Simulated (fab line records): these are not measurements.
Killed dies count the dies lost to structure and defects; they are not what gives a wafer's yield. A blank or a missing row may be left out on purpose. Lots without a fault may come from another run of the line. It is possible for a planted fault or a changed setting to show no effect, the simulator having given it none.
A struck lot beside a sound one | flow n5-finfet | 44 steps out of a route of 1938
Sound: these wafers, L255.1, L255.3, L255.6. Struck: wafer L261.4 (L261.5, L261.6, from the same lot, were not struck and are left out); the cause is given at the end.
Each step with rows lists, per side, the tool, then ch with its chambers, then its first start. Under that, the readings that differ: sound wafers | struck wafers | difference of the means | sigmas: that difference in standard deviations of wafers without a fault.
alike: same words and numbers on both sides, and readings whose means sit less than 2 such deviations apart. not compared: any withheld reading, any reading some wafer has no value for, any bound like >300 that may hide the same value, and any number with overlapping values for which the record gives no deviation.
Wherever a step has rows on one side only, a row that says differs or no value, or a row with sigmas, the two part there. Numbers that don't overlap but have no deviation are shown without sigmas and don't part them. Lack of a reading on every wafer of one side parts them only where that side has two or more wafers.

first, 3 steps without rows for these wafers: N5_BEOL_M2_ANNEAL_95 (time 240 s); N5_BEOL_M2_SPUTTER_96 (material Cu, target thk 4.5 nm, time 8.29 s); N5_BEOL_M2_ECD_50 (material Cu, target thk 300 nm).
N5_BEOL_M2_ANNEAL_51: time 90 s.
  sound on rtp-anneal-02 ch 0, day 8 21:09; struck on rtp-anneal-02 ch 0, day 10 18:37
  alike: wafer_temp_C_max
then, 1 step without rows for these wafers: N5_BEOL_M2_CMP_52 (polishes, stops on SiOC, t overpolish 6.8 s, target thk 40 nm).
N5_BEOL_M2_THK_MEAS_53: measures by xrf.
  sound on film-metro-01, day 8 21:44; struck on film-metro-02, day 10 19:04
  alike: M2_THK
then, 3 steps without rows for these wafers: N5_BEOL_M2_PRE_CLEAN_60 (time 15 s); N5_BEOL_M2_CO_CAP_55 (material Co, precursor CCTBA/H2, target thk 2 nm, time 102.1 s); N5_BEOL_M2_PRE_CLEAN_56 (time 15 s).
N5_BEOL_M2_DEP_57: deposits SiCN from 3MS/NH3, target thk 8 nm, time 14 s.
  sound on pecvd-01 ch 0,1, day 8 21:56; struck on pecvd-03 ch 1, day 10 19:17
  alike: showerhead-plenum-p-Torr, throttle-valve-pct
N5_BEOL_M2_RS_MEAS_58: measures by four-point-probe.
  sound on film-metro-02, day 8 22:00; struck on film-metro-02, day 10 19:22
  alike: M2_RS
N5_BEOL_M2_INSPECT_59: inspects for defects (darkfield).
  sound on defect-inspect-01, day 8 22:01; struck on defect-inspect-02, day 10 19:23
  alike: raw-defect-count
N5_BEOL_M3_ILD_DEP_00: deposits SiOC from DEMS/O2, target thk 79 nm, time 15.3 s.
  sound on pecvd-02 ch 1,2, day 8 22:04; struck on pecvd-01 ch 2, day 10 19:26
  reading                                      | sound          | struck | difference | sigmas
  model.SiOC_of_BEOL_M3_ILD_DEP_00.thk-nm (nm) | 78.2 77.4 79.8 | 51     | -27        |
  alike: heater-power-w, showerhead-plenum-p-Torr, throttle-valve-pct
N5_BEOL_M3_THK_MEAS_01:
  sound on film-metro-01, day 8 22:08; struck on film-metro-02, day 10 19:31
  reading         | sound          | struck | difference | sigmas
  M3_ILD_THK (nm) | 78.3 77.4 79.8 | 50.9   | -27.6      | -25
then, 11 steps without rows for these wafers: N5_BEOL_M3_PECVD_72 (deposits SiO2 from TEOS/O2, target thk 16 nm, time 18 s); N5_BEOL_M3_HM_DEP_02 (deposits TiN, target thk 20 nm); N5_BEOL_M3_COAT_61 (time 60 s, resist thk 60 nm); N5_BEOL_M3_COAT_62 (time 60 s, resist thk 12 nm); N5_BEOL_M3_COAT_73 (time 60 s, resist thk 5 nm); N5_BEOL_M3_COAT_05 (resist thk 30 nm); N5_BEOL_M3_EBR_07; N5_BEOL_M3_SOFTBAKE_06 (time 60 s); N5_BEOL_M3_EXPOSE_08 (exposes mask M3); N5_BEOL_M3_PEB_09 (peb time 60 s); N5_BEOL_M3_DEVELOP_10 (develop time 30 s).
N5_BEOL_M3_CD_MEAS_11: target cd 17.05 nm.
  sound on cd-sem-03 ch 0, day 9 00:53; struck on cd-sem-01 ch 0, day 10 20:08
  alike: cd-nm
N5_BEOL_M3_OVL_MEAS_12:
  sound on overlay-02 ch 0, day 9 00:55; struck on overlay-02 ch 0, day 10 20:11
  alike: M3_OVL
N5_BEOL_M3_INSPECT_13: inspects for defects (brightfield).
  sound on defect-inspect-02, day 9 00:59; struck on defect-inspect-02, day 10 20:14
  alike: raw-defect-count
then, 2 steps without rows for these wafers: N5_BEOL_M3_DESCUM_16 (chemistry O2, time 7 s); N5_BEOL_M3_ETCH_74 (etches underlayer in N2/H2, target depth 6.5 nm, time 5.2 s).
N5_BEOL_M3_ETCH_63: etches SiARC in CF4, target depth 15.6 nm, time 26 s.
  sound on rie-diel-03 ch 1,2,3, day 9 01:04; struck on rie-diel-03 ch 1, day 10 20:46
  alike: drypump-motor-current-A, etch-rf-on-time-s, oes-product-au, rf-vpp-V, showerhead-plenum-p-Torr, throttle-valve-pct
  not compared: rf-hours-counter-h
then, 3 steps without rows for these wafers: N5_BEOL_M3_ETCH_64 (etches SOC in N2/H2, target depth 75 nm, overetch 15 nm, time 112.5 s); N5_BEOL_M3_STRIP_65 (strips in N2/H2); N5_BEOL_M3_STRIP_75 (strips in N2/H2).
N5_BEOL_M3_STRIP_66: strips in CF4.
  sound on rie-diel-03 ch 1,2,3, day 9 01:13; struck on rie-diel-03 ch 1, day 10 20:56
  alike: drypump-motor-current-A, oes-product-au, rf-vpp-V, showerhead-plenum-p-Torr, throttle-valve-pct
  not compared: rf-hours-counter-h
then, 1 step without rows for these wafers: N5_BEOL_M3_HM_OPEN_17 (chemistry Cl2/BCl3, target TiN, target depth 20 nm, overetch 6 nm).
N5_BEOL_M3_STRIP_19: strips in O2.
  sound on rie-diel-01 ch 0,1,2, day 9 01:22; struck on rie-diel-03 ch 2, day 10 21:11
  alike: drypump-motor-current-A, oes-product-au, rf-vpp-V, showerhead-plenum-p-Torr, throttle-valve-pct
  not compared: rf-hours-counter-h
N5_BEOL_M3_CD_MEAS_18: pitch 36 nm, target cd 18 nm.
  sound on cd-sem-01, day 9 01:26; struck on cd-sem-03, day 10 21:17
  alike: cd-nm
then, 4 steps without rows for these wafers: N5_BEOL_M3_COAT_67 (time 60 s, resist thk 60 nm); N5_BEOL_M3_COAT_68 (time 60 s, resist thk 12 nm); N5_BEOL_M3_COAT_76 (time 60 s, resist thk 5 nm); N5_BEOL_M3_COAT_22 (resist thk 30 nm).
N5_BEOL_M3_CMP_52: polishes, stops on SiOC, t overpolish 6.8 s, target thk 40 nm.
  sound on cmp-02 ch 0,1, day 9 09:19; struck on cmp-03 ch 3, day 11 02:12
  reading                                      | sound                | struck | difference | sigmas
  clearing-platen-rpm (rpm)                    | 50.019 50.038 50.023 | 49.969 | -0.058     | -2
  model.SiOC_of_BEOL_M3_ILD_DEP_00.thk-nm (nm) | 75.2 74.4 76.8       | 48     | -27        |
  model.Cu_of_BEOL_M3_ECD_50.thk-nm (nm)       | 39.6 37.8 42.2       | 11.8   | -28.1      |
  alike: clearing-platen-down-force-psi, motor-current-A
N5_BEOL_M4_RC_MEAS_101:
  the record has rows for the sound wafers here (prober-01 ch 0, day 9 18:31) and none for the struck ones

## WHERE THEY PART
Last at N5_BEOL_M4_RC_MEAS_101 as far as this record goes, first at N5_BEOL_M3_THK_MEAS_01.

WHY: what had been put in by the simulator
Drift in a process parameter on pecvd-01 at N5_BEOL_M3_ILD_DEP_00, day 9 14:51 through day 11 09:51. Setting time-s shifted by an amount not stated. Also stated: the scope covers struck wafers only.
